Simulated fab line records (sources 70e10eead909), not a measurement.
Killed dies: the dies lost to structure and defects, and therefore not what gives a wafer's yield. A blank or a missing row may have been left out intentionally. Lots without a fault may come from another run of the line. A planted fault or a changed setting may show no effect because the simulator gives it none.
fab line records | flow nand-harc
[record] lots = 15 | wafers = 45 | last-day = 32
route steps=1302 shown A_M0@1150 A_M1@1181
lots that met no fault: from a run of the same line without faults
start-h: hours from the record's opening day to when the first of the lot's shown wafers began | wait-h: how many hours have passed since the lot's step before this one | " the same as in the row above | L1.1+2: a row that stands for several wafers | - no value, or no start given | * or withheld: withheld | < > ~ a bound
route shown NAME@n: a module of which the file shows steps, and the number in the route of the first | usual: mean/standard deviation of fault-free wafers | same: alike in all rows | chamber/n: place in a boat | sites: the reading at each site | _std_site: the values' standard deviation | _edge_site: outer sites' mean less inner sites' | radius-mm: for every site, how far away it sits from the centre of the wafer | mask NAME#n: copy n | behind: tool/chamber where the wafer was last shaped | hold: what put the lot on hold/how long, in hours/how the hold closed | device: which transistor (n, p or np) failed to switch | end of line: at the end of the route, the tests of the same wafers | where a step has no rows: the recipe by itself | killed: the dies lost at the first sort to structure and to defects; this is not the yield of the wafer | map: dies across one wafer; x = killed, . = not, _ = none there
set.NAME: the setting as run; set.NAME@STEP: as run at that earlier step | model.NAME: the simulator's own value behind a step, which no gauge read
the route's steps for a sample of lots (tables are steps, rows are wafers)
services: from which hour (start-h, from the record's first day; less than 0 if before it) a tool's chamber was out of use, for how many hours, and why
[[steps]]
[step NHARC_A_M0_DESCUM_14]
[recipe] time-s = 3 | o2-flow-sccm = 200 | ar-flow-sccm = 0 | bias-power-w = 0 | chemistry = O2
[usual] drypump-motor-current-A = 5.6/0.61 | oes-product-au = 0.995/0.008 | rf-vpp-V = 57.8/0.99 | showerhead-plenum-p-Torr = 1.91/0.071 | throttle-valve-pct = 11.311/0.0094
lot.wafer | tool        | chamber | start-h | wait-h | drypump-motor-current-A | oes-product-au | rf-hours-counter-h | rf-vpp-V | showerhead-plenum-p-Torr | throttle-valve-pct
L696.1    | rie-diel-06 | 3       | 537.93  | 0.1    | 4.8                     | 1.008          | 2.8                | 58.9     | 1.98                     | 11.313
L696.2    | "           | 0       | "       | "      | 6.3                     | 0.986          | 2.3                | 58.3     | 2.00                     | 11.320
L696.4    | "           | 1       | "       | "      | 4.9                     | 0.984          | 3.6                | 58.9     | 1.92                     | 11.308
L697.4    | rie-diel-13 | 2       | 538.07  | 0.1    | 5.2                     | 1.003          | 0.3                | 56.7     | 1.80                     | 11.314
L697.6    | "           | 2       | "       | "      | 5.1                     | 1.008          | -                  | 57.4     | 1.80                     | 11.305
L697.5    | "           | 3       | "       | "      | 5.3                     | 0.997          | -                  | 58.2     | 1.97                     | 11.330
L698.3    | rie-diel-13 | 3       | 546.99  | 0.1    | 5.3                     | 0.988          | 0.4                | 58.5     | 1.97                     | 11.322
L698.4    | "           | 0       | "       | "      | 6.4                     | 0.996          | 0.4                | 59.6     | 1.85                     | 11.317
L698.5    | "           | 3       | "       | "      | 5.3                     | 0.996          | -                  | 57.1     | 1.97                     | 11.312
L701.4    | rie-diel-04 | 3       | 567.17  | 0.1    | 6.8                     | 0.992          | 1.0                | 56.9     | 1.98                     | 11.296
L701.2    | "           | 0       | "       | "      | 5.8                     | 0.986          | 0.8                | 57.8     | 1.90                     | 11.317
L701.6    | "           | 3       | "       | "      | 6.8                     | 0.988          | -                  | 58.9     | 1.98                     | 11.302
L700.3    | rie-diel-13 | 2       | 570.99  | 0.1    | 5.1                     | 0.995          | 2.0                | 58.0     | 1.80                     | 11.306
L700.6    | "           | 3       | "       | "      | 5.3                     | 0.993          | -                  | 57.5     | 1.97                     | 11.312
L700.5    | "           | 0       | "       | "      | 6.4                     | 0.980          | -                  | 57.4     | 1.85                     | 11.310
L699.1    | rie-diel-13 | 0       | 571.73  | 0.1    | 6.4                     | 0.993          | 2.0                | 57.8     | 1.85                     | 11.328
L699.3    | "           | 1       | "       | "      | 5.8                     | 0.994          | 1.9                | 56.7     | 1.99                     | 11.311
L699.5    | "           | 3       | "       | "      | 5.3                     | 1.000          | -                  | 57.3     | 1.97                     | 11.326
L702.4    | rie-diel-06 | 2       | 598.04  | 0.1    | 6.2                     | 0.988          | 7.2                | 56.6     | 1.81                     | 11.324
L702.6    | "           | 3       | "       | "      | 4.8                     | 1.007          | -                  | 58.5     | 1.98                     | 11.301
L702.5    | "           | 0       | "       | "      | 6.2                     | 0.990          | -                  | 60.0     | 2.00                     | 11.318
L704.1    | rie-diel-13 | 2       | 602.19  | 0.1    | 5.1                     | 1.001          | 4.4                | 58.7     | 1.80                     | 11.333
L704.3    | "           | 1       | "       | "      | 5.7                     | 0.998          | 3.9                | 58.9     | 1.99                     | 11.309
L704.5    | "           | 2       | "       | "      | 5.1                     | 0.997          | -                  | 58.3     | 1.80                     | 11.314
L708.1    | rie-diel-04 | 2       | 643.78  | 0.1    | 5.7                     | 1.004          | 4.8                | 57.3     | 1.87                     | 11.312
L708.2    | "           | 0       | "       | "      | 5.8                     | 0.989          | 5.0                | 58.0     | 1.90                     | 11.320
L708.6    | "           | 2       | "       | "      | 5.7                     | 1.002          | -                  | 56.9     | 1.87                     | 11.310
L709.2    | rie-diel-04 | 2       | 650.37  | 0.1    | 5.7                     | 0.995          | 4.9                | 57.8     | 1.87                     | 11.300
L709.1    | "           | 3       | "       | "      | 6.8                     | 0.995          | 4.5                | 58.2     | 1.98                     | 11.316
L709.4    | "           | 0       | "       | "      | 5.8                     | 0.993          | 5.1                | 57.0     | 1.90                     | 11.305
L711.2    | rie-diel-04 | 2       | 669.89  | 0.1    | 5.7                     | 1.009          | 5.1                | 59.6     | 1.87                     | 11.308
L711.1    | "           | 3       | "       | "      | 6.8                     | 1.015          | 4.7                | 56.5     | 1.98                     | 11.321
L711.4    | "           | 1       | "       | "      | 4.9                     | 1.000          | 4.8                | 57.6     | 1.91                     | 11.318
L712.3    | rie-diel-06 | 3       | 678.51  | 0.1    | 4.8                     | 1.006          | 0.5                | 57.2     | 1.97                     | 11.306
L712.6    | "           | 1       | "       | "      | 4.9                     | 0.999          | -                  | 57.8     | 1.92                     | 11.301
L712.5    | "           | 2       | "       | "      | 6.2                     | 0.997          | -                  | 56.7     | 1.81                     | 11.315
L715.4    | rie-diel-06 | 0       | 702.58  | 0.1    | 6.3                     | 1.010          | 1.6                | 58.6     | 2.00                     | 11.321
L715.5    | "           | 2       | "       | "      | 6.2                     | 1.000          | -                  | 58.6     | 1.81                     | 11.316
L715.6    | "           | 3       | "       | "      | 4.9                     | 0.998          | -                  | 58.6     | 1.97                     | 11.322
L714.1    | rie-diel-13 | 1       | 705.11  | 0.1    | 5.8                     | 0.980          | 0                  | 55.8     | 1.99                     | 11.315
L714.2    | "           | 2       | "       | "      | 5.2                     | 0.992          | 0                  | 56.6     | 1.80                     | 11.308
L714.3    | "           | 3       | "       | "      | 5.3                     | 0.995          | 0                  | 58.0     | 1.97                     | 11.318
L716.3    | rie-diel-13 | 3       | 730.29  | 0.1    | 5.3                     | 0.997          | 1.4                | 59.0     | 1.97                     | 11.315
L716.5    | "           | 1       | "       | "      | 5.8                     | 0.991          | -                  | 56.5     | 1.99                     | 11.321
L716.6    | "           | 2       | "       | "      | 5.2                     | 0.990          | -                  | 57.7     | 1.80                     | 11.295
[step NHARC_A_M0_ANNEAL_30]
[recipe] temp-c = 225 | time-s = 90
[usual] wafer_temp_C_max = 226.4/0.31
lot.wafer | tool          | chamber | start-h | wait-h | wafer_temp_C_max
L696.1    | rtp-anneal-01 | 0       | 539.57  | 0.3    | 226.2
L696.2    | "             | 0       | "       | "      | 226.1
L696.4    | "             | 0       | "       | "      | 226.2
L697.4    | rtp-anneal-02 | 0       | 539.88  | -      | 226.3
L697.5    | "             | 0       | "       | "      | 226.3
L697.6    | "             | 0       | "       | "      | 226.7
L698.3    | rtp-anneal-01 | 0       | 549.20  | -      | 226.4
L698.4    | "             | 0       | "       | "      | 226.0
L698.5    | "             | 0       | "       | "      | 226.2
L701.2    | rtp-anneal-02 | 0       | 568.91  | -      | 226.9
L701.4    | "             | 0       | "       | "      | 226.8
L701.6    | "             | 0       | "       | "      | 227.0
L700.3    | rtp-anneal-02 | 0       | 572.73  | 0.3    | 226.3
L700.5    | "             | 0       | "       | "      | 226.8
L700.6    | "             | 0       | "       | "      | 226.9
L699.1    | rtp-anneal-01 | 0       | 573.36  | -      | 226.2
L699.3    | "             | 0       | "       | "      | 226.2
L699.5    | "             | 0       | "       | "      | 226.2
L702.4    | rtp-anneal-02 | 0       | 599.98  | -      | 226.6
L702.5    | "             | 0       | "       | "      | 226.8
L702.6    | "             | 0       | "       | "      | 226.4
L704.1    | rtp-anneal-02 | 0       | 603.88  | 0.3    | 226.1
L704.3    | "             | 0       | "       | "      | 226.2
L704.5    | "             | 0       | "       | "      | 227.0
L708.1    | rtp-anneal-02 | 0       | 645.43  | 0.3    | 226.4
L708.2    | "             | 0       | "       | "      | 226.4
L708.6    | "             | 0       | "       | "      | 226.4
L709.1    | rtp-anneal-01 | 0       | 652.01  | -      | 225.9
L709.2    | "             | 0       | "       | "      | 225.8
L709.4    | "             | 0       | "       | "      | 226.0
L711.1    | rtp-anneal-01 | 0       | 671.56  | -      | 225.7
L711.2    | "             | 0       | "       | "      | 226.5
L711.4    | "             | 0       | "       | "      | 225.8
L712.3    | rtp-anneal-01 | 0       | 680.48  | 0.3    | 227.2
L712.5    | "             | 0       | "       | "      | 226.8
L712.6    | "             | 0       | "       | "      | 226.2
L715.4    | rtp-anneal-01 | 0       | 704.37  | 0.4    | 226.3
L715.5    | "             | 0       | "       | "      | 226.5
L715.6    | "             | 0       | "       | "      | 226.6
L714.1    | rtp-anneal-01 | 0       | 706.77  | 0.3    | 227.0
L714.2    | "             | 0       | "       | "      | 226.1
L714.3    | "             | 0       | "       | "      | 225.8
L716.3    | rtp-anneal-02 | 0       | 732.03  | -      | 227.0
L716.5    | "             | 0       | "       | "      | 226.7
L716.6    | "             | 0       | "       | "      | 226.1
[step NHARC_A_M0_DEP_32]
[recipe] target-thk-a = 300 | temp-c = 370 | target-thk-nm = 30 | pressure-torr = 3 | flow-sccm = 200 | rf-w = 450 | material = SiCN
[usual] chamber-pressure-Torr = 2.999/0.0062 | heater-power-outer-w = 320/40 | heater-power-w = 558/52 | showerhead-vpp-V = 1312/45
lot.wafer | tool     | chamber | start-h | wait-h | chamber-pressure-Torr | heater-power-outer-w | heater-power-w | showerhead-vpp-V
L696.2    | pecvd-03 | 2       | 540.53  | 0.1    | 3.001                 | 253                  | 497            | 1229
L696.1    | "        | 1       | "       | "      | 2.995                 | 272                  | 519            | 1399
L696.4    | "        | 2       | "       | "      | 3.000                 | 260                  | 494            | 1217
L697.6    | pecvd-04 | 2       | 540.82  | 0.2    | 2.994                 | 274                  | 515            | 1264
L697.5    | "        | 0       | "       | "      | 3.006                 | 370                  | 601            | 1305
L697.4    | "        | 1       | "       | "      | 2.996                 | 337                  | 582            | 1316
L698.3    | pecvd-02 | 0       | 550.23  | 0.2    | 3.003                 | 360                  | 589            | 1345
L698.4    | "        | 2       | "       | "      | 2.997                 | 333                  | 603            | 1330
L698.5    | "        | 2       | "       | "      | 2.993                 | 332                  | 594            | 1298
L701.2    | pecvd-04 | 1       | 570.46  | 0.1    | 2.990                 | 387                  | 662            | 1322
L701.6    | "        | 0       | "       | "      | 2.991                 | 357                  | 623            | 1290
L701.4    | "        | 1       | "       | "      | 3.006                 | 381                  | 669            | 1327
L700.3    | pecvd-04 | 2       | 573.63  | 0.1    | 3.002                 | 324                  | 567            | 1274
L700.6    | "        | 2       | "       | "      | 3.005                 | 332                  | 579            | 1280
L700.5    | "        | 0       | "       | "      | 2.999                 | 374                  | 609            | 1286
L699.1    | pecvd-02 | 1       | 574.32  | 0.1    | 2.999                 | 288                  | 467            | 1335
L699.3    | "        | 2       | "       | "      | 3.001                 | 358                  | 623            | 1288
L699.5    | "        | 1       | "       | "      | 3.007                 | 286                  | 488            | 1356
L702.6    | pecvd-04 | 2       | 601.07  | 0.2    | 3.005                 | 258                  | 490            | 1253
L702.5    | "        | 0       | "       | "      | 3.006                 | 331                  | 547            | 1263
L702.4    | "        | 1       | "       | "      | 3.007                 | 385                  | 656            | 1315
L704.3    | pecvd-04 | 1       | 604.88  | 0.1    | 2.999                 | 302                  | 549            | 1310
L704.1    | "        | 2       | "       | "      | 3.004                 | 297                  | 515            | 1280
L704.5    | "        | 0       | "       | "      | 2.997                 | 315                  | 535            | 1269
L708.2    | pecvd-03 | 1       | 646.75  | 0.1    | 3.007                 | 292                  | 521            | 1381
L708.1    | "        | 2       | "       | "      | 3.000                 | 251                  | 500            | 1212
L708.6    | "        | 1       | "       | "      | 3.013                 | 288                  | 534            | 1401
L709.2    | pecvd-03 | 1       | 652.97  | 0.1    | 3.006                 | 261                  | 487            | 1407
L709.1    | "        | 2       | "       | "      | 2.988                 | 281                  | 530            | 1239
L709.4    | "        | 2       | "       | "      | 3.002                 | 273                  | 530            | 1228
L711.1    | pecvd-02 | 1       | 672.52  | 0.1    | 2.998                 | 353                  | 569            | 1361
L711.2    | "        | 2       | "       | "      | 2.995                 | 323                  | 570            | 1319
L711.4    | "        | 2       | "       | "      | 3.001                 | 316                  | 563            | 1319
L712.3    | pecvd-04 | 2       | 681.33  | 0.1    | -                     | -                    | -              | -
L712.6    | "        | 2       | "       | "      | -                     | -                    | -              | -
L712.5    | "        | 0       | "       | "      | -                     | -                    | -              | -
L715.4    | pecvd-03 | 1       | 705.31  | 0.2    | -                     | -                    | -              | -
L715.5    | "        | 2       | "       | "      | -                     | -                    | -              | -
L715.6    | "        | 0       | "       | "      | -                     | -                    | -              | -
L714.2    | pecvd-04 | 1       | 707.74  | 0.1    | -                     | -                    | -              | -
L714.1    | "        | 2       | "       | "      | -                     | -                    | -              | -
L714.3    | "        | 0       | "       | "      | -                     | -                    | -              | -
L716.3    | pecvd-02 | 0       | 732.97  | 0.1    | 3.019                 | 364                  | 611            | 1350
L716.6    | "        | 2       | "       | "      | 2.995                 | 323                  | 569            | 1318
L716.5    | "        | 0       | "       | "      | 3.008                 | 360                  | 604            | 1337
[step NHARC_A_M1_INSPECT_11]
[usual] raw-defect-count = 89/37
lot.wafer | tool              | chamber | start-h | wait-h | raw-defect-count
L696.1    | defect-inspect-01 | -       | 541.79  | 0.0    | 55
L696.2    | "                 | -       | "       | "      | 39
L696.4    | "                 | -       | "       | "      | 38
L697.4    | defect-inspect-02 | -       | 542.08  | 0.0    | 135
L697.5    | "                 | -       | "       | "      | 132
L697.6    | "                 | -       | "       | "      | 111
L698.3    | defect-inspect-02 | -       | 551.72  | 0.0    | 149
L698.4    | "                 | -       | "       | "      | 160
L698.5    | "                 | -       | "       | "      | 137
L701.2    | defect-inspect-02 | -       | 571.77  | 0.0    | 70
L701.4    | "                 | -       | "       | "      | 62
L701.6    | "                 | -       | "       | "      | 53
L700.3    | defect-inspect-02 | -       | 574.97  | 0.0    | 96
L700.5    | "                 | -       | "       | "      | 129
L700.6    | "                 | -       | "       | "      | 107
L699.1    | defect-inspect-02 | -       | 575.67  | 0.0    | 89
L699.3    | "                 | -       | "       | "      | 102
L699.5    | "                 | -       | "       | "      | 91
L702.4    | defect-inspect-01 | -       | 602.54  | 0.0    | 23
L702.5    | "                 | -       | "       | "      | 27
L702.6    | "                 | -       | "       | "      | 36
L704.1    | defect-inspect-02 | -       | 606.08  | 0.0    | 127
L704.3    | "                 | -       | "       | "      | 150
L704.5    | "                 | -       | "       | "      | 132
L708.1    | defect-inspect-02 | -       | 648.08  | 0.0    | 134
L708.2    | "                 | -       | "       | "      | 138
L708.6    | "                 | -       | "       | "      | 140
L709.1    | defect-inspect-02 | -       | 654.34  | 0.0    | 23
L709.2    | "                 | -       | "       | "      | 22
L709.4    | "                 | -       | "       | "      | 22
L711.1    | defect-inspect-02 | -       | 673.78  | 0.0    | 50
L711.2    | "                 | -       | "       | "      | 44
L711.4    | "                 | -       | "       | "      | 56
L712.3    | defect-inspect-01 | -       | 682.68  | 0.0    | 119
L712.5    | "                 | -       | "       | "      | 108
L712.6    | "                 | -       | "       | "      | 102
L715.4    | defect-inspect-01 | -       | 706.43  | 0.0    | 107
L715.5    | "                 | -       | "       | "      | 125
L715.6    | "                 | -       | "       | "      | 101
L714.1    | defect-inspect-02 | -       | 709.11  | 0.0    | 65
L714.2    | "                 | -       | "       | "      | 75
L714.3    | "                 | -       | "       | "      | 67
L716.3    | defect-inspect-01 | -       | 734.25  | 0.0    | 83
L716.5    | "                 | -       | "       | "      | 98
L716.6    | "                 | -       | "       | "      | 91
[[services]]
tool        | chamber | start-h | hours | kind
rie-diel-13 | -       | 519.00  | 9.0   | pm
rie-diel-13 | 0       | 519.00  | 9.0   | vent-cycle
rie-diel-13 | 1       | 519.00  | 9.0   | vent-cycle
rie-diel-13 | 2       | 519.00  | 9.0   | vent-cycle
rie-diel-13 | 3       | 519.00  | 9.0   | vent-cycle
rie-diel-06 | 0       | 521.90  | 2.6   | repair
rie-diel-04 | 2       | 526.47  | 6.6   | repair
rie-diel-04 | -       | 531.90  | 9.0   | pm
pecvd-02    | 1       | 544.54  | 8.6   | repair
pecvd-03    | -       | 547.12  | 13.0  | pm
rie-diel-06 | 2       | 550.92  | 6.3   | repair
pecvd-02    | -       | 569.04  | 1.0   | repair
pecvd-04    | 2       | 577.50  | 6.2   | repair
pecvd-03    | 2       | 588.59  | 15.7  | repair
pecvd-02    | -       | 589.21  | 13.0  | pm
rie-diel-04 | 3       | 608.83  | 6.3   | repair
rie-diel-13 | 1       | 615.49  | 1.7   | repair
pecvd-04    | -       | 631.00  | 13.0  | pm
rie-diel-06 | -       | 661.25  | 9.0   | pm
rie-diel-06 | 0       | 684.05  | 6.5   | repair
rie-diel-04 | 1       | 694.28  | 2.6   | repair
rie-diel-13 | -       | 696.00  | 9.0   | pm
rie-diel-04 | -       | 708.90  | 9.0   | pm
pecvd-03    | -       | 728.36  | 13.0  | pm
[[key]]
[first-sign] step = NHARC_A_M0_DEP_32 | reading = tool-record | direction = missing
effect none on later readings
met-at NHARC_A_M0_DEP_32
struck-lots L712,L714,L715
sort-left-out L712.3,L712.5,L712.6,L714.1,L714.2,L714.3,L715.4,L715.5,L715.6
not-acting-at NHARC_A_M0_DESCUM_14,NHARC_A_M0_ANNEAL_30,NHARC_A_M1_INSPECT_11
onset-between 652.97 681.33
[fault] kind = skipped-step-whole | tool = pecvd-03,pecvd-04 | chamber = - | onset-h = 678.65 | steps = NHARC_A_M0_DEP_32 | scope = struck-lots-only
// sort-left-out: the simulated sort isn't trusted on such a fault, so these wafers' sort isn't shown, and their yield isn't known
